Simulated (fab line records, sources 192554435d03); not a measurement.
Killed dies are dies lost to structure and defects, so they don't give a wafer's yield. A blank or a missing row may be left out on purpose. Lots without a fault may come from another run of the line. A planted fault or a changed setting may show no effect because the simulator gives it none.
Problem report in the 8D (eight disciplines) form, filled by code | flow n5_finfet | the parts of the form that need people (team, actions taken, sign-off) are left out

1. THE PROBLEM
cd_nm at N5_FIN_CUT_CD_MEAS_08 reads a mean of 27.57 nm on 6 wafers of 2 lots; wafers without a fault read 29.11 nm with a standard deviation of 0.24. That is -6.4 standard deviations from the usual mean.
The step: target cd 29.1 nm.
First seen on wafer L579.1, day 4 17:41, on cd_sem-02. The record holds 27 wafers of 9 lots with a number at this step. Rule for "out", or "out of limits": more than 4 standard deviations from the usual mean. The other wafers with a number count as sound.

2. WHAT IT IS AND WHAT IT IS NOT
question                    | is                     | is not
which readings at this step | cd_nm                  | -
which lots                  | L579, L581             | L569, L572, L573, L574, L582, L586, L587
which wafers of those lots  | all that have a number | -
read on which gauges        | cd_sem-01, cd_sem-02   | cd_sem-03
when                        | from day 4 17:41       | up to then (12 sound wafers); but 9 sound wafers of L582, L586, L587 came after

3. SUSPECTS, AND WHAT RULES EACH OUT
Counting: a tool at a process step up to the reading stays a suspect if it ran every lot that is out and no sound lot after the first of them.
- the gauge at N5_FIN_CUT_CD_MEAS_08: ruled out. The wafers that are out were read on 2 gauges (cd_sem-01, cd_sem-02).
- euv_scanner-02 at N5_FIN_CUT_EXPOSE_05 (exposes mask FIN CUT): kept. It ran every lot that is out, first L579 (day 4 17:33), and no sound lot after that; its last sound lot up to then is L574 (day 3 09:09). Its own readings are out on those wafers: exposure_dose_mJ_cm2.
Left after counting: euv_scanner-02 at N5_FIN_CUT_EXPOSE_05.

4. THE CAUSE (what the simulator had put in)
Process parameter drift: euv_scanner-02, from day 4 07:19 on, at N5_FIN_CUT_EXPOSE_05. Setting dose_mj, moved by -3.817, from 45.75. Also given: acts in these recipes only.
Counting left only this tool.

5. THE CHAIN OF EFFECTS, in route order
Each row: a reading whose mean over the struck wafers that have a number lies more than 3 standard deviations from the usual. Only readings for which the record gives a usual standard deviation are gone through. hours: the time from each lot's start at the first step in this table that gives one to its start at this step, as a median over the lots. sigmas: the change in usual standard deviations.
hours | step                  | reading              | usual    | on struck wafers | change | sigmas
0     | N5_FIN_CUT_EXPOSE_05  | exposure_dose_mJ_cm2 | 45.8     | 42.1             | -3.6   | -11
0     | N5_FIN_CUT_CD_MEAS_08 | cd_nm                | 29.11 nm | 27.57            | -1.54  | -6.4
The process steps in it:
- N5_FIN_CUT_EXPOSE_05: exposes mask FIN CUT.
Later measuring or inspecting steps at which every struck wafer that the step has a row for has a number for every such reading, and none has moved that far: N5_BEOL_M4_RC_MEAS_101.

6. WHAT WOULD HAVE CAUGHT IT SOONER
In this record the first reading out of limits at a measuring or inspecting step was taken at day 4 17:41, 10 hours after the fault began at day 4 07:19.
The tool's own readings at N5_FIN_CUT_EXPOSE_05 were out on every struck wafer that the step has a row for (exposure_dose_mJ_cm2): an alarm limit on them would have fired on the first of those.
Of the lots that are out (2), L581 began N5_FIN_CUT_EXPOSE_05 on euv_scanner-02 after day 4 17:41. A hold on the tool at that time would have spared it.
